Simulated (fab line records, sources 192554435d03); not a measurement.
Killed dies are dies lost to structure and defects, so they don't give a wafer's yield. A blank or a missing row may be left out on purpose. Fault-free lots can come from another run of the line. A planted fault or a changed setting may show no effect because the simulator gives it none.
Comparing a struck lot with a sound one + flow n5 finfet + 15 steps out of a route of 1938
Sound: the wafers L191.4, L191.5, L191.6. Struck: wafers L195.1, L195.3, L195.4. Last of all comes the cause.
Per side, at each step with rows, come the tool, then ch with its chambers, and then its first start. Under that, the readings that differ: sound wafers + struck wafers + difference of the means + sigmas: that difference in standard deviations of wafers without a fault.
alike: words and numbers the same on both sides, and readings whose means are apart by under 2 such deviations; not compared: readings that were withheld, readings missing a value for some wafer, numbers with overlapping values and no deviation given by the record, and bounds like >300 which may hide the same value.
Wherever a step has rows on one side only, a row that says differs or no value, or a row with sigmas, the two part there. Non-overlapping numbers with no deviation appear without sigmas and do not part them. A reading that every wafer of one side lacks parts them only if that side has two wafers or more.

first, 1 step without rows for these wafers: N5_ILD0_CURE_02 (time 1800 s).
N5_ILD0_CMP_03: polishes, stops on SiNx, t overpolish 1.9 s, target thk 197.38 nm.
  sound on cmp-01 ch 1,2,3, day 6 09:00; struck on cmp-01 ch 1,2,3, day 7 07:38
  alike: motor current A, overpolish run s, time to endpoint s
  not compared: pad life wafers
N5_ILD0_THK_MEAS_04:
  struck on film metro-02, day 7 07:56; sound on film metro-01, day 6 09:13
  alike: thk nm
N5_ILD0_CMP_07: polishes SiO2 flowable, stops on poly-Si, t overpolish 1.18 s, target thk 138.88 nm.
  sound on cmp-01 ch 1,2,3, day 6 09:22; struck on cmp-01 ch 0,2,3, day 7 08:19
  alike: motor current A
  not compared: pad life wafers
N5_ILD0_THK_MEAS_08:
  struck on film metro-01, day 7 08:37; sound on film metro-01, day 6 09:32
  alike: thk nm
then, 1 step without rows for these wafers: N5_ILD0_PRECLEAN_10 (cleans in NF3:NH3, afs cycles 5, time 20 s, sublimation time 60 s).
N5_ILD0_ALD_15: deposits SiNx, target thk 24 nm, pulse time 1 s, ald cycles 480.
  sound on ald sin-04 ch 0,1, day 6 11:29; struck on ald sin-04 ch 0,1,2, day 7 09:20
  alike: heater power outer w, heater power w, precursor pulse height rel
N5_ILD0_CMP_12: polishes SiNx, stops on poly-Si, t overpolish 6 s, target thk 17.67 nm.
  sound on cmp-04 ch 0,2,3, day 6 13:48; struck on cmp-02 ch 0,1,3, day 7 11:53
  alike: motor current A, overpolish run s, time to endpoint s
  not compared: pad life wafers
N5_ILD0_THK_MEAS_13:
  struck on film metro-02, day 7 12:10; sound on film metro-02, day 6 13:59
  alike: thk nm
N5_ILD0_INSPECT_06: inspects for defects (darkfield).
  struck on defect inspect-02, day 7 12:12; sound on defect inspect-01, day 6 14:01
  alike: raw defect count
N5_SDB_HM_DEP_00: deposits SiNx from SiH4/NH3/N2, target thk 40 nm, time 35.3 s.
  sound on pecvd-01 ch 0,1,2, day 6 14:04; struck on pecvd-04 ch 0,1, day 7 12:14
  alike: heater power outer w, heater power w, rf fwd power W, showerhead plenum p Torr, throttle valve pct
then, 1 step without rows for these wafers: N5_SDB_COAT_03 (time 60 s, resist thk 100 nm).
N5_SDB_COAT_04: time 60 s, resist thk 18 nm.
  sound on litho track-05 ch 0, day 6 14:08; struck on litho track-05 ch 0, day 7 12:19
| reading                  | sound             | struck            | difference | sigmas      |
|--------------------------|-------------------|-------------------|------------|-------------|
| heater power total W (W) | 426.6 426.5 430.4 | 604.9 604.3 608.5 | +178.1     | +89         |
| run length s (s)         | 66.38 66.22 66.29 | 40.20 40.24 40.54 | -25.97     | -99 or more |
  alike: resist line temp C
then, 1 step without rows for these wafers: N5_SDB_COAT_05 (resist thk 90 nm).
-- the record jumps here: 4 days lie between the struck wafers' starts before and after (it left off in module SDB and takes up again in module BEOL_M4, whose first step shown is number 1111 of the route) --
N5_BEOL_M4_RC_MEAS_101:
  sound on prober-01 ch 0, day 10 16:01; struck on prober-02 ch 0, day 11 21:59
  alike: DIBL_N, DIBL_P, IOFF_N, IOFF_P, ION_N, ION_P, SS_N, SS_P, VT_N, VT_P

== WHERE THEY PART ==
At N5_SDB_COAT_04 and nowhere else, as far as this record goes. Later steps at which nothing parts them and some readings are alike: N5_BEOL_M4_RC_MEAS_101.

WHY: what had been put in by the simulator
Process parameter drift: litho track-05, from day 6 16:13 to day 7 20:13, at N5_SDB_COAT_04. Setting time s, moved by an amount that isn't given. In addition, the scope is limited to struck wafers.
